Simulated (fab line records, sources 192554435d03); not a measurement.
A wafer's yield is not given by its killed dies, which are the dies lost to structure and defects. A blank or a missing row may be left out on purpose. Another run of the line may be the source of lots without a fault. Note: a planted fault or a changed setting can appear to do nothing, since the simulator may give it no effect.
Matching of chambers ; flow n5_finfet ; N5_BEOL_M0_SAQP_MANDREL2_REMOVE_110 on rie_si-01 has 4 sister chambers
The step chemistry HBr/Cl2/O2, target a-Si, stops on SiCN, bt time 10 s. 7 wafers are shown with their chamber, then 7 later ones without.

WAFERS, EACH WITH ITS CHAMBER
wafer;chamber;throttle_valve_pct (%);drypump_motor_current_A (A)
L083.1;1;37.1;5.6
L084.4;1;37.2;5.6
L085.1;0;36.9;6.0
L085.2;3;36.9;5.6
L085.6;2;36.2;5.9
L089.1;3;36.9;5.6
L089.2;2;36.2;5.8

WAFERS MISSING THEIR CHAMBER
wafer;throttle_valve_pct (%);drypump_motor_current_A (A)
L089.5;37.1;5.6
L091.1;36.1;5.9
L091.2;36.9;5.6
L091.6;36.9;5.6
L094.2;36.2;5.9
L094.3;37.1;5.6
L094.5;36.9;6.0

CHAMBER TAKEN BY EACH
wafer;from the rows above;in truth
L089.5;1;1
L091.1;2;2
L091.2;3;3
L091.6;3;3
L094.2;2;2
L094.3;1;1
L094.5;0;0
Correctly placed: 7 of 7. From these rows, 0 cannot be placed. Wrongly placed: 0.
How it was worked out, from the rows above alone: a wafer's distance from a chamber is the root of the sum, over the readings, of the square of ((its reading less the chamber's mean) divided by the reading's scatter). The wafer belongs to the nearest chamber; if the next one is less than 2 further off, it can't be placed. Each chamber's mean is taken over the wafers shown for it. The scatter: the root of (the sum of the squares of (reading less its chamber's mean) over the shown wafers, divided by (wafers less chambers)).
